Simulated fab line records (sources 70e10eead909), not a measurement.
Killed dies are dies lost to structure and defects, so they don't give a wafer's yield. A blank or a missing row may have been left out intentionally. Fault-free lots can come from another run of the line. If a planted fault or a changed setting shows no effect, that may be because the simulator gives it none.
Chamber matching -- flow nand_harc -- 4 sister chambers for NHARC_A_BONDPAD_ETCH_12 on rie_diel-03
The step etches the open film in CHF3/O2, target depth 220 nm, time 110 s. 16 wafers are shown with their chamber, then 8 later ones without.

WAFERS, EACH WITH ITS CHAMBER
wafer,chamber,drypump_motor_current_A (A),rf_vpp_V (V),oes_product_au (a.u.)
L434.1,2,5.9,372.7,0.968
L434.4,0,5.5,368.6,0.965
L434.5,2,5.9,372.7,0.971
L439.1,0,5.5,369.7,0.918
L439.4,1,6.1,372.8,0.929
L439.6,0,5.5,366.9,0.915
L437.1,0,5.5,368.7,0.922
L437.3,1,6.1,371.9,0.911
L437.4,0,5.5,368.1,0.921
L441.2,3,5.1,371.1,0.938
L441.3,1,6.1,372.2,0.925
L441.6,3,5.1,369.8,0.931
L444.1,2,5.8,373.1,0.926
L444.2,3,5.1,371.8,0.923
L444.6,3,5.1,372.1,0.920
L442.2,1,6.1,371.6,0.930

SIGNATURES (averages over the wafers above)
reading,chamber 0,chamber 1,chamber 2,chamber 3,scatter within a chamber
drypump_motor_current_A,5.500,6.100,5.867,5.100,0.0236
rf_vpp_V,368.400,372.125,372.833,371.200,0.826
oes_product_au,0.92820,0.92375,0.95500,0.92800,0.0169
Rule: a wafer lies at a distance from a chamber equal to the root of the sum of squares, over the readings, of (its reading less the chamber's mean, divided by the reading's scatter). If the next closest chamber is less than 2 further off than the closest, the wafer can't be placed; otherwise it belongs to the closest. The scatter is the square root of a quotient: the sum, over the shown wafers, of each reading's squared deviation from its chamber's mean, divided by wafers minus chambers.

WAFERS WHOSE CHAMBER IS MISSING
wafer,drypump_motor_current_A (A),rf_vpp_V (V),oes_product_au (a.u.)
L442.5,5.5,367.7,0.943
L442.6,6.1,371.0,0.942
L443.2,5.1,371.1,0.967
L443.3,5.5,368.7,0.962
L443.4,6.1,373.6,0.971
L445.1,6.0,372.6,0.969
L445.3,5.9,373.6,1.001
L445.6,5.5,367.3,0.971

THE CHAMBER EACH PASSED THROUGH
wafer,from the rows above,in truth
L442.5,0,0
L442.6,1,1
L443.2,3,3
L443.3,0,0
L443.4,1,1
L445.1,can't be placed: 1 or 2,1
L445.3,2,2
L445.6,0,0
Placed correctly: 7 of 8. Not placeable from these rows: 1 (in 1, the candidates include the true chamber). 0 placed wrongly.
